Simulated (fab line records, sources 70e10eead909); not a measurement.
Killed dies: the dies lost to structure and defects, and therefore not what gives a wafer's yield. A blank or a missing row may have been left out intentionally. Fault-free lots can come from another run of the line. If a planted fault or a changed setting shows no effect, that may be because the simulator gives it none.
A lot that was struck, set against a sound lot -- flow nandHarc -- 39 steps out of a route of 1302
Sound: these wafers, L474.1, L474.2, L474.4. Wafers L464.2, L464.5, L464.6 were the ones struck. Last of all comes the cause.
Order at every step that has rows: each side's tool, ch and its chambers, its first start. Under that, the readings that differ: sound wafers -- struck wafers -- difference of the means -- sigmas: that difference in standard deviations of wafers without a fault.
alike: readings with means less than 2 such deviations apart, plus words and numbers identical on both sides. not compared: withheld readings, readings lacking a value on some wafer, bounds such as >300 that could conceal the same value, and numbers that have no deviation in the record and whose values overlap.
Wherever a step has rows on one side only, a row that says differs or no value, or a row with sigmas, the two part there. Numbers that have no deviation but don't overlap get no sigmas and don't part them. A reading that every wafer of one side lacks parts them only if that side has two wafers or more.

first, 6 steps without rows for these wafers: NHARC_A_WL_FILL_PRECLEAN_30 (cleans in dHF, time 10 s); NHARC_A_WL_FILL_SRD_14; NHARC_A_WL_FILL_ALD_19 (deposits TiN, target thk 2 nm, pulse time 3 s, ald cycles 100); NHARC_A_WL_FILL_CVD_20 (deposits W, target thk 100 nm, time 74 s); NHARC_A_WL_FILL_CMP_12 (polishes, t overpolish 30 s, target thk 100 nm); NHARC_A_WL_FILL_SRD_31.
NHARC_A_WL_FILL_INSPECT_15:
  sound: defectInspect-02 at day 26 21:39; struck: defectInspect-01 at day 23 11:19
  alike: rawDefectCount
then, 1 step without rows for these wafers: NHARC_A_CONTACT_DEP_24 (deposits SiO2, target thk 500 nm).
NHARC_A_CONTACT_DEP_28: deposits aC, target thk 7000 nm.
  sound on aclDep-03 ch 0, day 27 03:23; struck on aclDep-03 ch 0, day 23 12:42
  alike: susceptorTempC, throttleValvePct
NHARC_A_CONTACT_DEP_29: deposits SiON, target thk 100 nm.
  sound on pecvd-02 ch 1,2, day 27 07:44; struck on pecvd-01 ch 0,1,2, day 23 16:16
  alike: heaterPowerW, showerheadVppV, susceptorTempC
then, 10 steps without rows for these wafers: NHARC_A_CONTACT_DEHYDRATE_32 (time 120 s); NHARC_A_CONTACT_HMDS_33 (time 30 s); NHARC_A_CONTACT_COAT_34 (time 75 s); NHARC_A_CONTACT_COAT_35 (time 65 s); NHARC_A_CONTACT_COAT_36 (resist thk 90 nm); NHARC_A_CONTACT_SOFTBAKE_37 (time 55 s); NHARC_A_CONTACT_EBR_38; NHARC_A_CONTACT_EXPOSE_39 (exposes mask A CC 3); NHARC_A_CONTACT_PEB_40 (peb time 65 s); NHARC_A_CONTACT_DEVELOP_41 (develop time 35 s).
NHARC_A_CONTACT_CD_MEAS_42: the cd target is 300 nm.
  sound on cdSem-03 ch 0, day 27 08:25; struck on cdSem-02 ch 0, day 23 16:52
  alike: cdNm
NHARC_A_CONTACT_OVL_MEAS_43:
  sound: overlay-01 at day 27 08:31; struck: overlay-01 at day 23 16:58
reading,sound,struck,difference,sigmas
overlayXNm (nm),-1.4 -0.7 -1.2,0.5 0.8 0.6,+1.7,+2
  alike: overlayYNm
NHARC_A_CONTACT_INSPECT_44:
  sound: defectInspect-01 at day 27 08:33; struck: defectInspect-02 at day 23 16:59
  alike: rawDefectCount
then, 6 steps without rows for these wafers: NHARC_A_CONTACT_DESCUM_47 (chemistry O2, time 3 s); NHARC_A_CONTACT_ETCH_48 (etches the open film in CF4, target depth 39 nm, time 65 s); NHARC_A_CONTACT_ETCH_49 (etches the open film in N2/H2, target depth 260 nm, time 475.3 s); NHARC_A_CONTACT_ETCH_50 (etches the open film in CF4/CHF3, target depth 121 nm, time 60.5 s); NHARC_A_CONTACT_ETCH_51 (etches the open film in O2/COS, target depth 7000 nm, time 1820 s); NHARC_A_CONTACT_ETCH_111 (etches the open film in C4F8/O2/Ar, time 140 s, target depth 700 nm).
NHARC_A_CONTACT_ETCH_112: etches the open film in C4F8/O2/Ar, time 190 s, target depth 1850 nm.
  sound on harCapEtch-01 ch 0,1, day 27 10:37; struck on harCapEtch-03 ch 0,1, day 23 19:10
  not compared: rfHoursCounterH
then, 3 steps without rows for these wafers: NHARC_A_CONTACT_ETCH_113 (etches the open film in C4F8/O2/Ar, time 190 s, target depth 1850 nm); NHARC_A_CONTACT_ETCH_114 (etches the open film in C4F8/O2/Ar, time 190 s, target depth 1850 nm); NHARC_A_CONTACT_ETCH_115 (etches the open film in C4F8/O2/Ar, time 190 s, target depth 1850 nm).
NHARC_A_CONTACT_ETCH_116: etches the open film in C4F8/O2/Ar, time 190 s, target depth 1850 nm.
  sound on harCapEtch-01 ch 0,1, day 27 11:18; struck on harCapEtch-03 ch 0,1, day 23 19:50
  not compared: rfHoursCounterH
NHARC_A_CONTACT_ETCH_117: etches the open film in C4F8/O2/Ar, time 190 s, target depth 1850 nm.
  sound on harCapEtch-01 ch 0,1, day 27 11:28; struck on harCapEtch-03 ch 0,1, day 23 20:01
  not compared: rfHoursCounterH
then, 1 step without rows for these wafers: NHARC_A_CONTACT_ETCH_118 (etches the open film in C4F8/O2/Ar, time 190 s, target depth 1850 nm).
NHARC_A_CONTACT_ETCH_119: etches the open film in C4F8/O2/Ar, time 190 s, target depth 1850 nm.
  sound on harCapEtch-01 ch 0,1, day 27 11:49; struck on harCapEtch-03 ch 0,1, day 23 20:21
  not compared: rfHoursCounterH
then, 1 step without rows for these wafers: NHARC_A_CONTACT_ETCH_120 (etches the open film in C4F8/O2/Ar, time 190 s, target depth 1850 nm).
-- jump in the record: it breaks off in module A_CONTACT and resumes in module END (first step shown: number 1302 of the route), and 3 days separate the struck wafers' starts before and after --
NHARC_END_SORT_01:
  sound on prober-01 ch 0, day 30 04:17; struck on prober-01 ch 0, day 26 17:49
reading,sound,struck,difference,sigmas
hold,- - -,awaitDispo/2.8h/scrap awaitDispo/2.8h/scrap awaitDispo/2.8h/scrap,no value on the sound wafers,
killedAtArray,78 65 64,675 668 673,+603,+32
killedDies,82 68 66,677 677 677,+605,+32
  alike: killedAtOther, killedAtPeriphery, killedOpen, killedShort

## WHERE THEY PART
First at NHARC_A_CONTACT_OVL_MEAS_43; last, within this record, at NHARC_END_SORT_01.

WHY: what had been put in by the simulator
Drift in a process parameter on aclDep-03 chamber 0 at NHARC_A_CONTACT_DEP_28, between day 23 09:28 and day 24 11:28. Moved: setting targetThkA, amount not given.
